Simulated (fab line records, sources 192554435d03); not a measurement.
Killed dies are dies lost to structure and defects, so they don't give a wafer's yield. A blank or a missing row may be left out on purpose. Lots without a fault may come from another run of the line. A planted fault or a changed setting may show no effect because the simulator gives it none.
Chamber matching | flow n5_finfet | N5_BEOL_M12_DEP_53 on pecvd-02: 3 sister chambers
The step deposits SiCN from 3MS/NH3, target thk 30 nm, time 10.5 s. 6 wafers are shown with their chamber, then 12 later ones without.

WAFERS WITH THEIR CHAMBER
wafer  | chamber | throttle_valve_pct (%) | showerhead_plenum_p_Torr (Torr)
L082.3 | 1       | 18.5                   | 4.175
L082.5 | 1       | 18.4                   | 4.178
L084.5 | 0       | 17.5                   | 4.149
L085.1 | 2       | 17.2                   | 4.140
L085.2 | 0       | 17.6                   | 4.153
L085.3 | 2       | 17.3                   | 4.135

WAFERS WITHOUT THEIR CHAMBER
wafer  | throttle_valve_pct (%) | showerhead_plenum_p_Torr (Torr)
L085.4 | 17.2                   | 4.149
L085.5 | 16.9                   | 4.130
L085.6 | 17.4                   | 4.148
L088.2 | 17.1                   | 4.158
L088.5 | 17.2                   | 4.136
L088.6 | 17.4                   | 4.159
L095.1 | 17.5                   | 4.164
L095.2 | 17.3                   | 4.140
L095.6 | 17.0                   | 4.168
L097.4 | 17.3                   | 4.158
L097.5 | 17.3                   | 4.170
L097.6 | 17.2                   | 4.121

WHICH CHAMBER EACH WENT THROUGH
wafer  | from the rows above     | in truth
L085.4 | can't be placed: 2 or 0 | 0
L085.5 | 2                       | 2
L085.6 | can't be placed: 0 or 2 | 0
L088.2 | can't be placed: 0 or 2 | 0
L088.5 | 2                       | 2
L088.6 | 0                       | 0
L095.1 | 0                       | 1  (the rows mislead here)
L095.2 | 2                       | 2
L095.6 | can't be placed: 0 or 2 | 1
L097.4 | 0                       | 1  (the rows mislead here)
L097.5 | 0                       | 0
L097.6 | 2                       | 2
Placed correctly: 6 of 12. Can't be placed from these rows: 4 (the true chamber is among the candidates in 3). Placed wrongly: 2.
How it was worked out, from the rows above alone: a wafer's distance from a chamber is the root of the sum, over the readings, of the square of ((its reading less the chamber's mean) divided by the reading's scatter). The wafer belongs to the nearest chamber; if the next one is less than 2 further off, it can't be placed. A chamber's mean is the mean of its shown wafers. The scatter: the root of (the sum of the squares of (reading less its chamber's mean) over the shown wafers, divided by (wafers less chambers)).
